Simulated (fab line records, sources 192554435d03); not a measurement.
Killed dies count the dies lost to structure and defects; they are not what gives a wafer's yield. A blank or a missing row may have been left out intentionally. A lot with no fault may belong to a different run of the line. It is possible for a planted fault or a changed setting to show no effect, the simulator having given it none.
fab line records | flow n5_finfet
record: lots: 11 wafers: 29 last_day: 18
route steps=1938 shown BEOL_M10@1513 PASSIVATION@1936
lots untouched by any fault: they come from a run of this same line in which no faults occurred
start_h: hours from the record's opening day to when the first of the lot's shown wafers began | wait_h: hours elapsed since this lot's preceding step | " the same as in the row above | L1.1+2: a row that stands for several wafers | - no value, or no start given | * or withheld: withheld | < > ~ a bound
route shown NAME@n: NAME is a module with steps in the file, n the number in the route of the first one | usual: mean/standard deviation taken from wafers without a fault | same: alike in all rows | chamber/n: place in a boat | sites: each site's reading | _std_site: their standard deviation | _edge_site: mean of outer sites minus mean of inner sites | radius_mm: how far each site lies from the wafer's centre | mask NAME#n: copy n | behind: the last tool/chamber to shape the wafer | hold: why the lot went on hold/how many hours it stayed there/how the hold came to an end | device: the n, p or np transistor that did not switch | end of line: tests of these same wafers at the route's end | where a step has no rows: the recipe by itself | killed: dies that structure and defects cost at the first sort, which is not the same as the wafer's yield | map: shows each die of a wafer: x if killed, . if not, _ if none is there
set.NAME: the setting that was run; set.NAME@STEP: the one run at that earlier step | model.NAME: the simulator's own value behind a step, which no gauge read
the route's steps for a sample of lots (tables are steps, rows are wafers)
services: when a tool's chamber went out of use (start_h, in hours from the record's first day, below 0 if earlier), for how many hours, and the reason
== steps ==
step: N5_BEOL_M10_ETCH_41
recipe: chemistry: CH3F/O2 target: SiCN target_depth_a: 426 taper_deg: 2 time_s: 86 ion_energy_ev: 120 mask_material: TiN pressure_mtorr: 30 source_w: 395 bias_w: 75 Ar_flow_sccm: 150 CH3F_flow_sccm: 30 O2_flow_sccm: 20
usual: drypump_motor_current_A: 5.7/0.64 mfc_ar_sccm: 149.9/0.5 oes_product_au: 0.82/0.068 rf_fwd_power_W: 392.1/1.6 rf_vpp_V: 296.9/1.8 showerhead_plenum_p_Torr: 1.98/0.08 throttle_valve_pct: 16.31/0.21
columns lot.wafer tool chamber start_h wait_h drypump_motor_current_A mfc_ar_sccm oes_product_au rf_fwd_power_W rf_hours_counter_h rf_vpp_V showerhead_plenum_p_Torr throttle_valve_pct
L256.3 rie_diel-03 1 - - 6.6 150.4 0.67 392.4 243 294.7 1.90 16.68
L256.5 " 1 " " 6.6 149.8 0.67 390.4 - 292.7 1.90 16.66
L259.3 rie_diel-03 1 - - 6.6 150.4 0.67 392.9 248 294.5 1.89 16.69
L259.5 " 0 " " 5.0 149.9 0.85 392.5 - 298.7 2.04 16.49
L259.6 " 1 " " 6.6 150.4 0.67 393.5 - 295.0 1.89 16.68
L258.1 rie_diel-06 0 - - 5.1 149.6 0.81 395.2 82 295.3 1.95 16.33
L258.2 " 2 " " 5.4 150.4 0.69 392.3 244 295.0 1.89 16.64
L258.3 " 3 " " 6.7 150.4 0.91 391.6 31 297.1 1.95 16.23
L260.1 rie_diel-04 0 - - 5.5 149.9 0.72 390.1 164 296.6 1.91 16.32
L260.4 " 1 " " 6.1 150.7 0.82 391.5 - 296.2 1.93 16.07
L260.6 " 0 " " 5.5 149.7 0.72 390.2 - 295.1 1.91 16.34
L262.1 rie_diel-06 3 - - 6.6 149.4 0.89 395.0 38 296.2 1.94 16.22
L262.2 " 1 " " 4.8 150.1 0.79 391.7 121 294.9 1.92 16.36
L262.3 " 2 " " 5.4 150.3 0.69 390.1 248 294.8 1.89 16.63
L264.2 rie_diel-06 3 - - 6.7 150.7 0.89 391.5 43 296.4 1.94 16.24
L264.5 " 3 " " 6.7 150.9 0.89 392.5 - 298.0 1.94 16.27
L264.6 " 1 " " 4.8 150.6 0.79 392.2 - 294.6 1.92 16.38
L265.3 rie_diel-04 3 - - 5.6 148.8 0.81 392.8 107 297.3 1.95 16.59
L265.6 " 2 " " 5.9 149.9 0.94 392.6 - 295.8 1.97 16.15
L267.1 rie_diel-03 3 - - 6.5 149.8 0.85 392.6 65 299.2 2.13 16.16
L267.3 " 1 " " 6.6 150.2 0.93 391.9 7 300.1 2.14 16.23
L267.4 " 0 " " 5.0 150.1 0.83 391.9 81 297.9 2.03 16.53
L268.2 rie_diel-04 0 - - 5.5 150.6 0.73 392.7 180 295.7 1.90 16.38
L268.3 " 2 " " 5.8 150.4 0.94 394.2 11 295.7 1.97 16.15
L274.3 rie_diel-03 3 - - 6.5 149.7 0.82 391.6 83 299.3 2.12 16.18
L274.5 " 2 " " 4.8 149.4 0.82 392.8 - 296.4 1.92 15.93
L277.2 rie_diel-06 1 - - 4.8 149.6 0.76 393.8 158 297.1 1.91 16.43
L277.4 " 3 " " 6.7 149.4 0.83 393.4 - 297.2 1.93 16.30
L277.6 " 1 " " 4.8 150.0 0.76 392.5 - 297.0 1.91 16.45
step: N5_BEOL_M10_CURE_72
recipe: temp_c: 370 time_s: 120 ambient: DMADMS/He material: SiCOH_lowk
usual: lamp_power_pct: 52.31/0.061 wafer_temp_C_max: 371.7/0.61
columns lot.wafer tool chamber start_h wait_h lamp_power_pct wafer_temp_C_max
L256.3 uv_cure-03 1 222.19 0.1 52.23 372.9
L256.5 " 1 " " 52.28 372.0
L259.3 uv_cure-02 0 238.49 0.1 52.32 371.4
L259.5 " 0 " " 52.34 371.2
L259.6 " 0 " " 52.24 371.2
L258.1 uv_cure-01 1 238.58 0.0 52.39 371.6
L258.2 " 1 " " 52.28 370.7
L258.3 " 1 " " 52.30 371.1
L260.1 uv_cure-03 0 258.60 0.0 52.42 372.2
L260.4 " 0 " " 52.36 372.1
L260.6 " 0 " " 52.25 372.7
L262.1 uv_cure-03 0 263.86 0.0 52.40 371.7
L262.2 " 0 " " 52.31 372.6
L262.3 " 0 " " 52.30 374.0
L264.2 uv_cure-01 1 276.16 0.1 52.36 371.5
L264.5 " 1 " " 52.28 370.8
L264.6 " 1 " " 52.24 371.2
L265.3 uv_cure-02 0 291.48 0.2 52.33 371.5
L265.6 " 0 " " 52.37 371.5
L267.1 uv_cure-02 1 291.88 0.2 52.46 371.2
L267.3 " 1 " " 52.23 371.3
L267.4 " 1 " " 52.37 371.0
L268.2 uv_cure-01 2 295.72 0.1 52.25 372.6
L268.3 " 2 " " 52.30 372.5
L274.3 uv_cure-01 2 347.87 0.1 52.29 372.1
L274.5 " 2 " " 52.34 372.8
L277.2 uv_cure-02 1 364.47 0.1 52.32 372.0
L277.4 " 1 " " 52.40 371.7
L277.6 " 1 " " 52.25 371.4
step: N5_BEOL_M10_ECD_50
recipe: material: Cu target_thk_a: 3180
columns lot.wafer tool chamber start_h wait_h
L256.3+5 ecd_cu-01 1 224.24 0.1
L259.3+5+6 ecd_cu-01 1,1,0 239.67 0.1
L258.1+2+3 ecd_cu-02 1,0,1 240.48 0.1
L260.1+4+6 ecd_cu-01 1,0,0 260.68 0.1
L262.1+2+3 ecd_cu-01 1,0,0 265.02 0.1
L264.2+5+6 ecd_cu-02 0,0,1 278.32 0.1
L265.3+6 ecd_cu-01 1 293.29 0.1
L267.1+3+4 ecd_cu-02 1,1,0 293.98 0.1
L268.2+3 ecd_cu-01 0 297.78 0.1
L274.3+5 ecd_cu-01 0 350.47 0.1
L277.2+4+6 ecd_cu-01 1,1,0 368.08 0.1
step: N5_BEOL_M10_CMP_52
recipe: stop_on: SiCOH_lowk t_overpolish_s: 7 down_force_psi: 1 platen_rpm: 50 clearing_platen_down_force_psi: 1.5 clearing_platen_rpm: 50 post_cmp_clean: cu_alkaline target_thk_nm: 140 clearing_platen_pad_velocity_m_s: 0.99484 pad_velocity_m_s: 0.99484
usual: edge_zone_pressure_frac: 1.001/0.0049 motor_current_A: 6.1/0.78 platen_rpm: 50.00/0.038 time_to_endpoint_s: 66/3.1
columns lot.wafer tool chamber start_h wait_h edge_zone_pressure_frac motor_current_A platen_rpm time_to_endpoint_s
L256.3 cmp-04 2 224.66 0.2 0.998 6.8 50.03 67
L256.5 " 1 " " 0.997 6.8 50.00 62
L259.3 cmp-01 3 240.29 0.3 1.003 6.5 49.98 73
L259.6 " 0 " " 0.992 4.9 49.94 63
L259.5 " 1 " " 1.004 6.9 49.99 67
L258.1 cmp-01 2 240.89 0.3 0.997 5.6 49.99 61
L258.2 " 3 " " 1.004 6.4 49.98 68
L258.3 " 1 " " 1.006 6.8 50.06 64
L260.4 cmp-03 3 261.08 0.1 1.006 6.4 50.05 60
L260.1 " 1 " " 1.008 6.0 50.00 64
L260.6 " 0 " " 1.003 6.6 50.00 67
L262.2 cmp-03 2 265.99 0.2 0.992 7.0 49.99 70
L262.3 " 3 " " 1.003 6.5 50.09 64
L262.1 " 0 " " 0.998 6.7 50.04 64
L264.2 cmp-04 3 278.81 0.3 0.996 4.8 50.07 65
L264.5 " 1 " " 1.000 7.0 49.99 65
L264.6 " 2 " " 0.995 6.5 49.98 67
L265.3 cmp-01 0 293.79 0.3 0.998 4.9 50.04 65
L265.6 " 1 " " 0.999 7.0 50.01 66
L267.3 cmp-04 2 294.76 0.2 1.002 6.9 50.00 66
L267.4 " 3 " " 1.012 4.4 50.07 67
L267.1 " 0 " " 1.003 5.4 50.01 66
L268.3 cmp-04 0 298.25 0.2 0.997 5.7 49.95 69
L268.2 " 1 " " 0.998 6.5 49.99 63
L274.3 cmp-03 1 350.97 0.3 1.006 5.9 49.99 67
L274.5 " 2 " " 0.991 6.8 49.95 95
L277.2 cmp-04 1 368.75 0.2 1.006 6.4 50.00 65
L277.4 " 2 " " 1.009 6.6 50.01 88
L277.6 " 0 " " 1.005 5.5 49.98 61
step: N5_BEOL_M10_THK_MEAS_53
recipe: thk_meas_gauge: xrf reads: Cu_of_BEOL_M10_ECD_50
usual: M10_THK: 139.4/3
columns lot.wafer tool chamber start_h wait_h M10_THK[nm]
L256.3 film_metro-02 - 224.92 - 140.1
L256.5 " - " " 140.5
L259.3 film_metro-01 - 240.47 - 140.7
L259.5 " - " " 137.8
L259.6 " - " " 138.8
L258.1 film_metro-01 - 241.18 - 136.4
L258.2 " - " " 137.7
L258.3 " - " " 137.4
L260.1 film_metro-02 - 261.38 - 139.2
L260.4 " - " " 144.5
L260.6 " - " " 138.6
L262.1 film_metro-02 - 266.28 - 137.1
L262.2 " - " " 141.5
L262.3 " - " " 135.2
L264.2 film_metro-01 - 279.03 - 136.8
L264.5 " - " " 135.4
L264.6 " - " " 139.5
L265.3 film_metro-02 - 293.97 - 145.1
L265.6 " - " " 145.7
L267.1 film_metro-01 - 295.02 - 144.3
L267.3 " - " " 138.2
L267.4 " - " " 138.9
L268.2 film_metro-01 - 298.54 - 136.8
L268.3 " - " " 141.8
L274.3 film_metro-02 - 351.26 - 143.6
L274.5 " - " " 142.5
L277.2 film_metro-02 - 369.00 - 139.8
L277.4 " - " " 135.1
L277.6 " - " " 139.4
step: N5_PASSIVATION_PROBE_49
usual: defect_limited_yield: 91.0/1.3 killed_at_M0_to_M3: 36/9.5 killed_at_M4_up: 14/5.6 killed_at_contacts: 12/6.4 killed_at_front_end: 40/10 killed_at_other: 3.2/3 killed_dies: 107/15 killed_open: 69/12 killed_short: 35/7.7 sort_bin_5_function: 5.3/0.91 sort_bin_6_memory: 3.3/0.65 sort_n_pass: 1073/15 sort_yield_pct: 91.0/1.3
same: gross_dies: 1180 killed_at_back_side: 0 sort_bin_4_leakage[%]: 0 sort_bin_8_speed[%]: 0
columns lot.wafer tool chamber start_h wait_h defect_limited_yield[%] killed_at_M0_to_M3 killed_at_M4_up killed_at_contacts killed_at_front_end killed_at_other killed_dies killed_open killed_short sort_bin_5_function[%] sort_bin_6_memory[%] sort_n_pass sort_yield_pct[%]
L268.2 prober-02 - 354.66 0.1 88.4 58 13 23 40 3 137 92 39 6.3 4.7 1043 88.4
killed by level:class
L268.2 MOL_CONTACT_COAG:geometric_particle:open=20 BEOL_M0_SAQP:geometric_particle:open=17 BEOL_M0_SAQP:geometric_particle:short=13 BEOL_M3:geometric_particle:open=12 STI_FIN_REVEAL:geometric_particle:open=10 STI_FIN_REVEAL:geometric_particle:short=7 BEOL_M4:geometric_particle:open=7 BEOL_M2:geometric_particle:open=6
== services ==
columns tool chamber start_h hours kind
ecd_cu-01 - 219.68 0.6 repair
cmp-03 - 222.36 9.7 pm
cmp-01 - 224.07 4.0 pm
ecd_cu-01 - 231.28 7.0 pm
cmp-04 - 233.51 0.4 repair
cmp-03 - 234.65 6.3 repair
uv_cure-03 - 238.00 2.1 pm
cmp-04 - 239.57 4.0 pm
cmp-03 - 242.27 2.7 repair
rie_diel-06 2 243.08 8.3 repair
cmp-04 - 243.57 - consumable_replace:conditioner
uv_cure-02 - 257.76 1.6 repair
cmp-04 - 265.77 0.9 repair
uv_cure-03 - 279.94 5.0 repair
rie_diel-04 3 281.53 2.6 repair
cmp-03 - 294.90 1.3 repair
uv_cure-03 - 302.61 6.0 pm
rie_diel-04 - 311.41 0.7 repair
cmp-01 - 319.03 0.4 repair
cmp-03 - 320.45 4.0 pm
cmp-03 - 327.85 5.0 pm
cmp-03 - 332.90 6.2 pm
cmp-01 - 350.53 1.4 repair
rie_diel-06 0 356.03 43.4 repair
== key ==
first_sign: step: N5_BEOL_M10_CMP_52 reading: time_to_endpoint_s direction: up sigmas: 8.2 usual: * struck: *
effect none on later readings
met_at N5_BEOL_M10_ECD_50
struck_lots L274,L277
struck_wafers L274.5,L277.4
not_acting_at N5_BEOL_M10_ETCH_41,N5_BEOL_M10_CURE_72,N5_BEOL_M10_THK_MEAS_53
onset_between 297.78 350.47
fault: kind: process_parameter_drift tool: ecd_cu-01 chamber: - onset_h: 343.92 steps: N5_BEOL_M10_ECD_50 channel: target_thk_a offset: * shape: step end_h: 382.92 scope: struck_wafers_only acts_in: * stated: *
